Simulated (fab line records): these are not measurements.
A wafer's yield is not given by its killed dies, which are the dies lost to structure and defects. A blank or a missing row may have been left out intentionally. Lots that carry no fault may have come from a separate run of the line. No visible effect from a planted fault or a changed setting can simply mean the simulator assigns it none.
What tool caused it? + flow n5 finfet + Sampling: 24 lots, 72 wafers, 4 of 1938 route steps

WHAT THE GAUGES SHOWED, per wafer
N5_BEOL_M3_CD_MEAS_18: pitch 36 nm, target cd 18 nm. Usual: 18.1 nm for cd nm, sd 0.35.
| lot  | measured     | on        | cd nm (nm)     | flag |
|------|--------------|-----------|----------------|------|
| L074 | day 6 17:08  | cd sem-01 | 17.9 18.1 17.9 |      |
| L075 | day 7 08:35  | cd sem-02 | 17.9 18.2 18.6 |      |
| L076 | day 7 11:58  | cd sem-02 | 18.6 18.3 18.1 |      |
| L077 | day 7 14:34  | cd sem-03 | 18.0 18.6 17.8 |      |
| L078 | day 7 19:14  | cd sem-03 | 17.7 17.8 17.8 |      |
| L079 | day 7 21:02  | cd sem-02 | 18.3 18.4 18.2 |      |
| L080 | day 8 14:05  | cd sem-01 | 17.9 18.0 17.3 |      |
| L081 | day 8 22:32  | cd sem-02 | 18.3 18.0 18.2 |      |
| L082 | day 9 18:06  | cd sem-03 | 18.0 18.0 18.0 |      |
| L083 | day 9 18:19  | cd sem-01 | 18.7 18.1 18.4 |      |
| L084 | day 10 09:24 | cd sem-03 | 18.0 18.2 17.9 |      |
| L085 | day 10 10:31 | cd sem-02 | 17.7 18.9 18.1 |      |
| L086 | day 10 10:43 | cd sem-03 | 17.7 18.2 18.3 |      |
| L087 | day 10 13:08 | cd sem-03 | 18.4 18.5 17.9 |      |
| L088 | day 10 16:42 | cd sem-01 | 17.9 17.7 18.0 |      |
| L089 | day 11 00:49 | cd sem-01 | 18.0 17.7 17.6 |      |
| L091 | day 11 09:32 | cd sem-01 | 18.5 18.3 18.0 |      |
| L090 | day 11 11:21 | cd sem-03 | 18.4 18.1 18.3 |      |
| L092 | day 11 23:17 | cd sem-03 | 18.5 17.6 18.1 |      |
| L093 | day 12 04:45 | cd sem-03 | 18.4 18.5 18.8 |      |
| L094 | day 12 09:32 | cd sem-02 | 17.9 17.5 17.6 |      |
| L095 | day 12 11:50 | cd sem-03 | 18.0 17.5 18.3 |      |
| L096 | day 12 12:19 | cd sem-01 | 17.8 17.9 18.8 |      |
| L097 | day 13 05:19 | cd sem-02 | 17.6 18.1 18.2 |      |

N5_BEOL_M3_OCD_MEAS_38. Usual: 55.2 nm for trench depth nm, sd 0.94.
| lot  | measured     | on     | trench depth nm (nm) | flag |
|------|--------------|--------|----------------------|------|
| L074 | day 7 00:58  | ocd-01 | 54.7 56.3 57.2       |      |
| L075 | day 7 10:22  | ocd-01 | 55.3 53.7 54.2       |      |
| L076 | day 7 15:19  | ocd-01 | 55.6 56.3 56.7       |      |
| L077 | day 7 16:03  | ocd-02 | 56.3 54.5 54.0       |      |
| L078 | day 8 02:36  | ocd-01 | 55.4 55.6 56.6       |      |
| L079 | day 8 01:07  | ocd-02 | 55.5 55.9 56.5       |      |
| L080 | day 8 17:11  | ocd-01 | 55.6 56.9 58.0       |      |
| L081 | day 9 11:51  | ocd-01 | 54.5 56.3 54.9       |      |
| L082 | day 9 19:46  | ocd-01 | 55.4 54.0 54.2       |      |
| L083 | day 9 21:29  | ocd-01 | 56.7 55.9 56.8       |      |
| L084 | day 10 12:29 | ocd-01 | 55.5 56.1 55.1       |      |
| L085 | day 10 12:38 | ocd-01 | 54.6 56.3 55.8       |      |
| L086 | day 10 13:07 | ocd-02 | 56.0 54.6 55.9       |      |
| L087 | day 10 16:05 | ocd-01 | 55.0 55.4 54.9       |      |
| L088 | day 10 20:16 | ocd-02 | 55.1 56.5 54.6       |      |
| L089 | day 11 05:11 | ocd-02 | 54.0 54.9 56.3       |      |
| L091 | day 11 15:28 | ocd-02 | 54.3 54.5 55.9       |      |
| L090 | day 11 19:23 | ocd-01 | 53.7 55.2 53.4       |      |
| L092 | day 12 03:29 | ocd-01 | 54.8 55.5 55.2       |      |
| L093 | day 12 10:29 | ocd-01 | 54.1 55.3 54.2       |      |
| L094 | day 12 13:05 | ocd-02 | 53.9 54.2 53.4       |      |
| L095 | day 13 04:28 | ocd-02 | 55.2 54.5 54.6       |      |
| L096 | day 13 06:34 | ocd-02 | 54.8 56.4 54.9       |      |
| L097 | day 13 09:58 | ocd-01 | 55.0 54.5 54.4       |      |

WHICH TOOL RAN EACH LOT (tool, then ch and the chambers of the sampled wafers, then the start)
| lot  | N5_BEOL_M3_ETCH_63                 | N5_BEOL_M3_ETCH_64                 |
|------|------------------------------------|------------------------------------|
| L074 | rie diel-03 ch 0,2,3, day 6 16:46  | rie diel-03 ch 0,2,3, day 6 16:47  |
| L075 | rie diel-06 ch 0,1, day 7 08:13    | rie diel-06 ch 0,1, day 7 08:14    |
| L076 | rie diel-06 ch 0,3, day 7 11:35    | rie diel-06 ch 0,3, day 7 11:37    |
| L077 | rie diel-03 ch 1,2,3, day 7 14:08  | rie diel-03 ch 1,2,3, day 7 14:10  |
| L078 | rie diel-03 ch 1,3, day 7 18:52    | rie diel-03 ch 1,3, day 7 18:53    |
| L079 | rie diel-04 ch 0,2,3, day 7 20:40  | rie diel-04 ch 0,2,3, day 7 20:44  |
| L080 | rie diel-03 ch 1,2,3, day 8 13:43  | rie diel-03 ch 1,2,3, day 8 13:44  |
| L081 | rie diel-04 ch 0,1,2, day 8 22:10  | rie diel-04 ch 0,1,2, day 8 22:11  |
| L082 | rie diel-03 ch 0,3, day 9 17:43    | rie diel-03 ch 0,3, day 9 17:44    |
| L083 | rie diel-03 ch 0,2, day 9 17:56    | rie diel-03 ch 0,2, day 9 17:58    |
| L084 | rie diel-03 ch 0,3, day 10 08:42   | rie diel-03 ch 0,3, day 10 08:44   |
| L085 | rie diel-06 ch 0,2,3, day 10 10:08 | rie diel-06 ch 0,2,3, day 10 10:10 |
| L086 | rie diel-04 ch 0,2,3, day 10 10:20 | rie diel-04 ch 0,2,3, day 10 10:22 |
| L087 | rie diel-04 ch 2,3, day 10 12:41   | rie diel-04 ch 2,3, day 10 12:43   |
| L088 | rie diel-03 ch 0,1,2, day 10 16:19 | rie diel-03 ch 0,1,2, day 10 16:21 |
| L089 | rie diel-06 ch 1,2,3, day 11 00:19 | rie diel-06 ch 1,2,3, day 11 00:20 |
| L091 | rie diel-03 ch 0,2,3, day 11 09:10 | rie diel-03 ch 0,2,3, day 11 09:11 |
| L090 | rie diel-06 ch 0,2,3, day 11 10:58 | rie diel-06 ch 0,2,3, day 11 11:00 |
| L092 | rie diel-06 ch 1,2,3, day 11 22:53 | rie diel-06 ch 1,2,3, day 11 22:55 |
| L093 | rie diel-04 ch 0,1,2, day 12 04:13 | rie diel-04 ch 0,1,2, day 12 04:15 |
| L094 | rie diel-03 ch 0,1, day 12 09:01   | rie diel-03 ch 0,1, day 12 09:03   |
| L095 | rie diel-04 ch 0,1,2, day 12 11:25 | rie diel-04 ch 0,1,2, day 12 11:26 |
| L096 | rie diel-03 ch 1,2,3, day 12 11:54 | rie diel-03 ch 1,2,3, day 12 11:56 |
| L097 | rie diel-03 ch 1,3, day 13 04:47   | rie diel-03 ch 1,3, day 13 04:49   |
- N5_BEOL_M3_ETCH_63: etches SiARC in CF4, target depth 15.6 nm, time 26 s.
- N5_BEOL_M3_ETCH_64: etches SOC in N2/H2, target depth 75 nm, overetch 15 nm, time 112.5 s.

AS READ BY THE TOOLS THEMSELVES (means over the sampled wafers that have a number; for cases with no such wafer, the mark the record gives instead)
N5_BEOL_M3_ETCH_63. Usual: drypump motor current A 5.5 A, standard deviation 0.42; etch rf on time s 26.2 s, standard deviation 0.52; oes product au 0.66 a.u., standard deviation 0.067; rf vpp V 183.7 V, standard deviation 1.2; showerhead plenum p Torr 2.11 Torr, standard deviation 0.072; throttle valve pct 15.69 %, standard deviation 0.25.
| lot  | tool        | drypump motor current A (A) | etch rf on time s (s) | oes product au (a.u.) | rf vpp V (V) | showerhead plenum p Torr (Torr) | throttle valve pct (%) | flag |
|------|-------------|-----------------------------|-----------------------|-----------------------|--------------|---------------------------------|------------------------|------|
| L074 | rie diel-03 | 5.5                         | 26.5                  | 0.64                  | 184.6        | 2.09                            | 15.82                  |      |
| L075 | rie diel-06 | 6.0                         | 25.5                  | 0.68                  | 183.3        | 2.10                            | 15.70                  |      |
| L076 | rie diel-06 | 5.9                         | 26.6                  | 0.72                  | 184.8        | 2.16                            | 15.26                  |      |
| L077 | rie diel-03 | 5.5                         | 26.5                  | 0.63                  | 184.6        | 2.14                            | 15.78                  |      |
| L078 | rie diel-03 | 5.6                         | 26.3                  | 0.63                  | 182.8        | 2.10                            | 15.67                  |      |
| L079 | rie diel-04 | 5.2                         | 25.7                  | 0.69                  | 183.8        | 2.10                            | 15.60                  |      |
| L080 | rie diel-03 | 5.5                         | 26.3                  | 0.62                  | 184.0        | 2.13                            | 15.80                  |      |
| L081 | rie diel-04 | 5.4                         | 25.8                  | 0.76                  | 184.0        | 2.11                            | 15.60                  |      |
| L082 | rie diel-03 | 5.7                         | 26.9                  | 0.63                  | 182.6        | 2.00                            | 15.79                  |      |
| L083 | rie diel-03 | 5.5                         | 26.4                  | 0.63                  | 182.3        | 2.06                            | 15.73                  |      |
| L084 | rie diel-03 | 5.7                         | 26.5                  | 0.64                  | 182.9        | 2.03                            | 15.93                  |      |
| L085 | rie diel-06 | 5.7                         | 26.2                  | 0.68                  | 184.8        | 2.15                            | 15.44                  |      |
| L086 | rie diel-04 | 5.2                         | 25.9                  | 0.67                  | 183.2        | 2.09                            | 15.64                  |      |
| L087 | rie diel-04 | 4.9                         | 25.2                  | 0.66                  | 183.7        | 2.12                            | 15.69                  |      |
| L088 | rie diel-03 | 5.5                         | 26.3                  | 0.61                  | 183.2        | 2.10                            | 15.70                  |      |
| L089 | rie diel-06 | 5.5                         | 26.1                  | 0.67                  | 184.6        | 2.12                            | 15.65                  |      |
| L091 | rie diel-03 | 5.5                         | 26.6                  | 0.62                  | 183.3        | 2.08                            | 15.89                  |      |
| L090 | rie diel-06 | 5.7                         | 26.8                  | 0.67                  | 183.7        | 2.15                            | 15.45                  |      |
| L092 | rie diel-06 | 5.5                         | 26.1                  | 0.66                  | 183.3        | 2.12                            | 15.65                  |      |
| L093 | rie diel-04 | 5.5                         | 26.1                  | 0.72                  | 183.6        | 2.11                            | 15.64                  |      |
| L094 | rie diel-03 | 5.6                         | 26.4                  | 0.61                  | 183.5        | 2.06                            | 15.63                  |      |
| L095 | rie diel-04 | 5.4                         | 25.7                  | 0.72                  | 183.7        | 2.11                            | 15.65                  |      |
| L096 | rie diel-03 | 5.5                         | 26.3                  | 0.61                  | 184.1        | 2.12                            | 15.86                  |      |
| L097 | rie diel-03 | 5.7                         | 26.3                  | 0.61                  | 182.8        | 2.07                            | 15.92                  |      |

N5_BEOL_M3_ETCH_64. Usual: drypump motor current A 5.5 A, standard deviation 0.41; h2 flow sccm 200.0 sccm, standard deviation 0.68; oes product au 0.61 a.u., standard deviation 0.059; rf vpp V 522.8 V, standard deviation 2.7; showerhead plenum p Torr 2.51 Torr, standard deviation 0.086; throttle valve pct 17.93 %, standard deviation 0.22.
| lot  | tool        | drypump motor current A (A) | h2 flow sccm (sccm) | oes product au (a.u.) | rf vpp V (V) | showerhead plenum p Torr (Torr) | throttle valve pct (%) | flag |
|------|-------------|-----------------------------|---------------------|-----------------------|--------------|---------------------------------|------------------------|------|
| L074 | rie diel-03 | 5.5                         | 200.2               | 0.60                  | 522.0        | 2.49                            | 18.04                  |      |
| L075 | rie diel-06 | 6.0                         | 199.3               | 0.62                  | 522.7        | 2.49                            | 17.98                  |      |
| L076 | rie diel-06 | 5.9                         | 200.5               | 0.69                  | 525.0        | 2.58                            | 17.56                  |      |
| L077 | rie diel-03 | 5.5                         | 199.6               | 0.59                  | 524.0        | 2.54                            | 18.00                  |      |
| L078 | rie diel-03 | 5.6                         | 199.6               | 0.59                  | 522.4        | 2.51                            | 17.95                  |      |
| L079 | rie diel-04 | 5.2                         | 200.1               | 0.64                  | 522.3        | 2.49                            | 17.81                  |      |
| L080 | rie diel-03 | 5.5                         | 199.8               | 0.58                  | 524.4        | 2.54                            | 18.01                  |      |
| L081 | rie diel-04 | 5.4                         | 200.8               | 0.70                  | 523.3        | 2.51                            | 17.86                  |      |
| L082 | rie diel-03 | 5.7                         | 200.1               | 0.60                  | 519.0        | 2.38                            | 18.07                  |      |
| L083 | rie diel-03 | 5.5                         | 199.4               | 0.59                  | 520.8        | 2.45                            | 18.04                  |      |
| L084 | rie diel-03 | 5.7                         | 200.4               | 0.59                  | 519.2        | 2.40                            | 18.12                  |      |
| L085 | rie diel-06 | 5.7                         | 200.2               | 0.63                  | 523.7        | 2.56                            | 17.63                  |      |
| L086 | rie diel-04 | 5.2                         | 200.1               | 0.62                  | 521.7        | 2.49                            | 17.84                  |      |
| L087 | rie diel-04 | 4.9                         | 200.3               | 0.60                  | 523.7        | 2.51                            | 17.85                  |      |
| L088 | rie diel-03 | 5.5                         | 199.8               | 0.57                  | 522.9        | 2.51                            | 18.01                  |      |
| L089 | rie diel-06 | 5.5                         | 200.2               | 0.62                  | 523.4        | 2.51                            | 17.81                  |      |
| L091 | rie diel-03 | 5.5                         | 199.8               | 0.58                  | 521.7        | 2.47                            | 18.11                  |      |
| L090 | rie diel-06 | 5.7                         | 199.9               | 0.63                  | 523.9        | 2.55                            | 17.64                  |      |
| L092 | rie diel-06 | 5.5                         | 200.2               | 0.61                  | 523.5        | 2.51                            | 17.82                  |      |
| L093 | rie diel-04 | 5.5                         | 200.2               | 0.67                  | 523.9        | 2.50                            | 17.90                  |      |
| L094 | rie diel-03 | 5.6                         | 200.2               | 0.57                  | 521.6        | 2.46                            | 17.96                  |      |
| L095 | rie diel-04 | 5.4                         | 200.0               | 0.67                  | 522.6        | 2.50                            | 17.89                  |      |
| L096 | rie diel-03 | 5.4                         | 200.1               | 0.57                  | 523.0        | 2.53                            | 18.07                  |      |
| L097 | rie diel-03 | 5.7                         | 199.1               | 0.57                  | 521.5        | 2.45                            | 18.11                  |      |

THE ANSWER, worked out from the rows above alone
Rule: take the mean of a lot's wafers that have a number; if it is more than 3 standard deviations from the usual mean, the lot is off. Also off: a lot with no number at a reading for which 4 or more lots have one. Any other lot the step has rows for is counted as sound. First the gauges in route order, then the tools' own readings, where a lot's mean is used as printed above. The first step at which some lot is off is used, and at that step the reading that is off furthest; a lot without a number counts as furthest.
Across all readings shown, no lot is off: no conclusion can be drawn from this.

WHAT WAS PUT IN BY THE SIMULATOR
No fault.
